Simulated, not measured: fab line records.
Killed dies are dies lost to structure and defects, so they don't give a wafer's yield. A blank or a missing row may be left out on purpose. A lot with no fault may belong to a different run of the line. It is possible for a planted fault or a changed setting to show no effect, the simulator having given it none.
Chamber matching || flow n5-finfet || 3 sister chambers for N5_BEOL_M3_CO_CAP_55 on cvd-co-01
The step material Co, precursor CCTBA/H2, target thk 2 nm, time 102.1 s. 3 wafers are shown with their chamber, then 12 later ones without.

== WAFERS PAIRED WITH THEIR CHAMBERS ==
{"wafer": "L090.5", "chamber": 1, "heater-power-w (W)": 211}
{"wafer": "L093.4", "chamber": 0, "heater-power-w (W)": 214}
{"wafer": "L093.6", "chamber": 2, "heater-power-w (W)": 279}

== WAFERS WITH NO CHAMBER GIVEN ==
{"wafer": "L094.1", "heater-power-w (W)": 279}
{"wafer": "L094.4", "heater-power-w (W)": 207}
{"wafer": "L094.5", "heater-power-w (W)": 211}
{"wafer": "L095.1", "heater-power-w (W)": 213}
{"wafer": "L095.4", "heater-power-w (W)": 215}
{"wafer": "L095.6", "heater-power-w (W)": 271}
{"wafer": "L096.3", "heater-power-w (W)": 274}
{"wafer": "L096.5", "heater-power-w (W)": 207}
{"wafer": "L096.6", "heater-power-w (W)": 279}
{"wafer": "L097.1", "heater-power-w (W)": 207}
{"wafer": "L097.2", "heater-power-w (W)": 279}
{"wafer": "L097.5", "heater-power-w (W)": 209}

== CHAMBER TAKEN BY EACH ==
{"wafer": "L094.1", "from the rows above": 2, "in truth": 2}
{"wafer": "L094.4", "from the rows above": "can't be placed: 1 or 0", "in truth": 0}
{"wafer": "L094.5", "from the rows above": "can't be placed: 1 or 0", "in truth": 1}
{"wafer": "L095.1", "from the rows above": "can't be placed: 0 or 1", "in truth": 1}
{"wafer": "L095.4", "from the rows above": "can't be placed: 0 or 1", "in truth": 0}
{"wafer": "L095.6", "from the rows above": 2, "in truth": 2}
{"wafer": "L096.3", "from the rows above": 2, "in truth": 2}
{"wafer": "L096.5", "from the rows above": "can't be placed: 1 or 0", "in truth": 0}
{"wafer": "L096.6", "from the rows above": 2, "in truth": 2}
{"wafer": "L097.1", "from the rows above": "can't be placed: 1 or 0", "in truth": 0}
{"wafer": "L097.2", "from the rows above": 2, "in truth": 2}
{"wafer": "L097.5", "from the rows above": "can't be placed: 1 or 0", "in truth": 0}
Placed correctly: 5 of 12. Can't be placed from these rows: 7 (the true chamber is among the candidates in 7). 0 placed wrongly.
How it was worked out, from the rows above alone: a wafer's distance from a chamber is the root of the sum, over the readings, of the square of ((its reading less the chamber's mean) divided by the reading's scatter). If the next closest chamber is less than 2 further off than the closest, the wafer can't be placed; otherwise it belongs to the closest. Each chamber's mean is taken over the wafers shown for it. The scatter: root of mean squared gap, hidden wafer to nearest shown wafer, with one shown wafer a chamber.
